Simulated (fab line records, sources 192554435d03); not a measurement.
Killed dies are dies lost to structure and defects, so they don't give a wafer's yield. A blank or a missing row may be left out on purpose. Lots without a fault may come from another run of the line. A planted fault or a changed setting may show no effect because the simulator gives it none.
Which tool did it? | flow n5_finfet | 13 lots, 36 wafers sampled, at 2 steps of a route of 1938

WHAT THE GAUGES READ, wafer by wafer
N5_BEOL_M10_INSPECT_30: inspects for defects (brightfield). Usual: raw_defect_count 398, standard deviation 84.
lot  | measured     | on                | raw_defect_count | flag
L708 | day 9 21:37  | defect_inspect-01 | 341 398 262      |
L710 | day 10 15:45 | defect_inspect-01 | 403 515 564      |
L711 | day 10 17:07 | defect_inspect-01 | 461 510 496      |
L712 | day 11 00:50 | defect_inspect-01 | 409 317 453      |
L715 | day 11 17:25 | defect_inspect-02 | 403 358 643      |
L713 | day 11 18:47 | defect_inspect-01 | 281 355          |
L716 | day 12 03:49 | defect_inspect-01 | 377 384 375      |
L717 | day 12 16:51 | defect_inspect-01 | 294 280 340      |
L722 | day 13 16:41 | defect_inspect-02 | 413 474          |
L727 | day 15 02:35 | defect_inspect-02 | 333 411          |
L726 | day 15 02:46 | defect_inspect-01 | 315 313 385      |
L729 | day 15 10:19 | defect_inspect-02 | 387 300 292      |
L730 | day 15 13:06 | defect_inspect-02 | 531 420 487      |

N5_BEOL_M10_CD_MEAS_35: target cd 70 nm. Usual: cd_nm 70.2 nm, standard deviation 0.86.
lot  | measured     | on        | cd_nm (nm)     | flag
L708 | day 9 22:17  | cd_sem-01 | 71.2 70.9 69.5 |
L710 | day 10 16:42 | cd_sem-03 | 69.9 69.5 70.1 |
L711 | day 10 17:49 | cd_sem-01 | 70.2 69.5 69.9 |
L712 | day 11 01:31 | cd_sem-01 | 69.7 68.9 70.0 |
L715 | day 11 18:11 | cd_sem-02 | 69.5 69.7 69.9 |
L713 | day 11 19:28 | cd_sem-02 | 70.3 71.4      |
L716 | day 12 04:29 | cd_sem-02 | 70.2 70.1 69.3 |
L717 | day 12 17:32 | cd_sem-03 | 71.8 71.5 71.9 |
L722 | day 13 17:22 | cd_sem-02 | 69.6 71.1      |
L727 | day 15 03:16 | cd_sem-02 | 69.8 69.8      |
L726 | day 15 03:26 | cd_sem-03 | 69.2 69.6 68.7 |
L729 | day 15 11:01 | cd_sem-03 | 71.1 70.7 70.6 |
L730 | day 15 14:02 | cd_sem-02 | 71.2 71.3 70.5 |

WHICH TOOL RAN EACH LOT (tool, then ch and the chambers of the sampled wafers, then the start)
The record holds no process step before these readings.

WHAT THE TOOLS THEMSELVES READ (means of the sampled wafers that have a number; where no wafer has one, the mark that the record gives instead)
The record holds no such reading with a usual standard deviation.

THE ANSWER, worked out from the rows above alone
Rule: a lot is off if the mean of its wafers that have a number lies more than 3 standard deviations from the usual mean. A lot without any number at a reading at which 4 lots or more have one is off too. The other lots that the step has rows for count as sound. The gauges are gone through in route order, then the tools' own readings, and for those a lot's mean is taken as printed above. The first step at which some lot is off is used, and at that step the reading that is off furthest; a lot without a number counts as furthest.
No lot is off at any reading shown: from this, nothing can be told.

WHAT THE SIMULATOR HAD PUT IN
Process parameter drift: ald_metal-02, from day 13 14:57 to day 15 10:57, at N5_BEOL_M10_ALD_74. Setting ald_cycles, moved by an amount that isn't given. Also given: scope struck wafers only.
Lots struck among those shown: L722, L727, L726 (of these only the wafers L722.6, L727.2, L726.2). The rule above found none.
